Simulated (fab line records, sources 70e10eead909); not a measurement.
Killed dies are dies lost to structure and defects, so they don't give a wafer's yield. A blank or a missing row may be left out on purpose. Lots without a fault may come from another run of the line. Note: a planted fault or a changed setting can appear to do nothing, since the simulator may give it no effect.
Struck lot and sound lot, side by side :: flow nandHarc :: 14 steps out of a route of 1302
Sound: these wafers, L755.1, L755.2, L755.5. Wafers struck: L753.1, L753.3, L753.4. Last of all comes the cause.
Order at every step that has rows: each side's tool, ch and its chambers, its first start. Under that, the readings that differ: sound wafers :: struck wafers :: difference of the means :: sigmas: that difference in standard deviations of wafers without a fault.
alike: readings with means less than 2 such deviations apart, plus words and numbers identical on both sides. not compared: withheld readings, readings lacking a value on some wafer, bounds such as >300 that could conceal the same value, and numbers that have no deviation in the record and whose values overlap.
Wherever a step has rows on one side only, a row that says differs or no value, or a row with sigmas, the two part there. Numbers that have no deviation but don't overlap get no sigmas and don't part them. A reading that every wafer of one side lacks parts them only if that side has two wafers or more.

first, 3 steps without rows for these wafers: NHARC_A_CONTACT_EXPOSE_39 (exposes mask A CC 3); NHARC_A_CONTACT_PEB_40 (peb time 65 s); NHARC_A_CONTACT_DEVELOP_41 (develop time 35 s).
NHARC_A_CONTACT_CD_MEAS_42 targets a cd of 300 nm.
  sound on cdSem-03 ch 0, day 26 08:44; struck on cdSem-03 ch 0, day 25 15:50
  alike: cdNm
NHARC_A_CONTACT_OVL_MEAS_43:
  struck on overlay-01, day 25 15:55; sound on overlay-01, day 26 08:49
reading: overlayYNm (nm)
sound: -0.1 -0.7 0.4
struck: 2.1 2.4 3.2
difference: +2.7
sigmas: +3
  alike: overlayXNm
NHARC_A_CONTACT_INSPECT_44:
  struck on defectInspect-01, day 25 15:58; sound on defectInspect-01, day 26 08:52
  alike: rawDefectCount
NHARC_A_CONTACT_DESCUM_47: chemistry O2, time 3 s.
  sound on rieDiel-08 ch 1,2,3, day 26 08:56; struck on rieDiel-08 ch 0,1,3, day 25 16:01
  alike: drypumpMotorCurrentA, oesProductAu, rfVppV, showerheadPlenumPTorr, throttleValvePct
  not compared: rfHoursCounterH
then, 1 step without rows for these wafers: NHARC_A_CONTACT_ETCH_48 (etches the open film in CF4, target depth 39 nm, time 65 s).
NHARC_A_CONTACT_ETCH_49: etches the open film in N2/H2, target depth 260 nm, time 475.3 s.
  sound: rieDiel-08 ch 1,2,3; struck: rieDiel-08 ch 0,1,2
  alike: biasW, chamberPressureMTorr, drypumpMotorCurrentA, n2FlowSccm, oesProductAu, rfVppV, showerheadPlenumPTorr, throttleValvePct
  not compared: rfHoursCounterH
NHARC_A_CONTACT_ETCH_50: etches the open film in CF4/CHF3, target depth 121 nm, time 60.5 s.
  sound: rieDiel-08 ch 0,3; struck: rieDiel-08 ch 1,2,3
  alike: biasW, cf4FlowSccm, drypumpMotorCurrentA, oesProductAu, rfVppV, showerheadPlenumPTorr, throttleValvePct
  not compared: rfHoursCounterH
then, 1 step without rows for these wafers: NHARC_A_CONTACT_ETCH_51 (etches the open film in O2/COS, target depth 7000 nm, time 1820 s).
NHARC_A_CONTACT_ETCH_111: etches the open film in C4F8/O2/Ar, time 140 s, target depth 700 nm.
  sound on harCapEtch-01 ch 0,1, day 26 10:45; struck on harCapEtch-03 ch 0,1, day 25 17:53
  alike: chamberPressureMTorr, oesAirLineAu
  not compared: rfHoursCounterH
NHARC_A_CONTACT_ETCH_112: etches the open film in C4F8/O2/Ar, time 190 s, target depth 1850 nm.
  sound on harCapEtch-01 ch 0,1, day 26 10:57; struck on harCapEtch-03 ch 0,1, day 25 18:04
  no value came back on the struck wafers for chamberPressureMTorr (mTorr), oesAirLineAu (a.u.), timeS (s); on the sound wafers chamberPressureMTorr (mTorr) reads 19.990 19.983 19.999
  not compared: rfHoursCounterH
NHARC_A_CONTACT_ETCH_113: etches the open film in C4F8/O2/Ar, time 190 s, target depth 1850 nm.
  sound on harCapEtch-01 ch 0,1, day 26 11:07; struck on harCapEtch-03 ch 0,1, day 25 18:15
  alike: chamberPressureMTorr, oesAirLineAu
  not compared: rfHoursCounterH

## WHERE THEY PART
First at NHARC_A_CONTACT_OVL_MEAS_43; last, within this record, at NHARC_A_CONTACT_ETCH_112. Later steps at which nothing parts them and some readings are alike: NHARC_A_CONTACT_ETCH_113.

WHY: what the simulator had put in
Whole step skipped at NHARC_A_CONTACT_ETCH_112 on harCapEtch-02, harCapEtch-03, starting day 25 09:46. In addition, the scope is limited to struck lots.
